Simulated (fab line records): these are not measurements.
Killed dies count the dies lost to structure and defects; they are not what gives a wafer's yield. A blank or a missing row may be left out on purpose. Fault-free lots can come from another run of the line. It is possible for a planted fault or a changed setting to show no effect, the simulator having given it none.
Matching of chambers ; flow nand_harc ; NHARC_A_ZERO_WELL_DESCUM_12 on rie_diel-10: 4 sister chambers
The step chemistry O2, time 3 s. 14 wafers are shown with their chamber, then 7 later ones without.

WAFERS, EACH WITH ITS CHAMBER
wafer;chamber;showerhead_plenum_p_Torr (Torr);drypump_motor_current_A (A);rf_vpp_V (V)
L301.1;3;1.87;6.0;58.9
L301.2;2;1.84;5.9;57.8
L301.6;0;2.01;5.8;59.1
L306.1;3;1.87;6.0;57.3
L306.2;2;1.84;5.9;57.7
L306.5;3;1.87;6.1;58.7
L308.1;1;2.07;5.8;59.7
L308.3;2;1.84;5.9;58.0
L308.6;2;1.84;5.9;58.1
L313.2;2;1.84;5.9;56.2
L313.3;0;2.00;5.8;57.7
L313.6;0;2.01;5.8;58.6
L322.1;2;1.84;5.9;59.0
L322.4;0;2.00;5.8;58.2

SIGNATURES, as means of the wafers listed above
reading;chamber 0;chamber 1;chamber 2;chamber 3;scatter within a chamber
showerhead_plenum_p_Torr;2.0050;2.0700;1.8400;1.8700;0.00316
drypump_motor_current_A;5.800;5.800;5.900;6.033;0.0258
rf_vpp_V;58.400;59.700;57.800;58.300;0.82
Rule: a wafer lies at a distance from a chamber equal to the root of the sum of squares, over the readings, of (its reading less the chamber's mean, divided by the reading's scatter). If the next closest chamber is less than 2 further off than the closest, the wafer can't be placed; otherwise it belongs to the closest. The scatter: the root of (the sum of the squares of (reading less its chamber's mean) over the shown wafers, divided by (wafers less chambers)).

WAFERS WITHOUT THEIR CHAMBER
wafer;showerhead_plenum_p_Torr (Torr);drypump_motor_current_A (A);rf_vpp_V (V)
L322.5;2.07;5.8;59.7
L323.1;2.07;5.8;59.5
L323.3;2.00;5.8;56.8
L323.4;1.84;5.9;57.0
L324.2;2.00;5.8;57.3
L324.4;2.07;5.8;59.7
L324.5;1.84;5.9;57.4

EACH ONE'S CHAMBER
wafer;from the rows above;in truth
L322.5;1;1
L323.1;1;1
L323.3;0;0
L323.4;2;2
L324.2;0;0
L324.4;1;1
L324.5;2;2
Correct placement for 7 of the 7. Not placeable from these rows: 0. 0 placed wrongly.
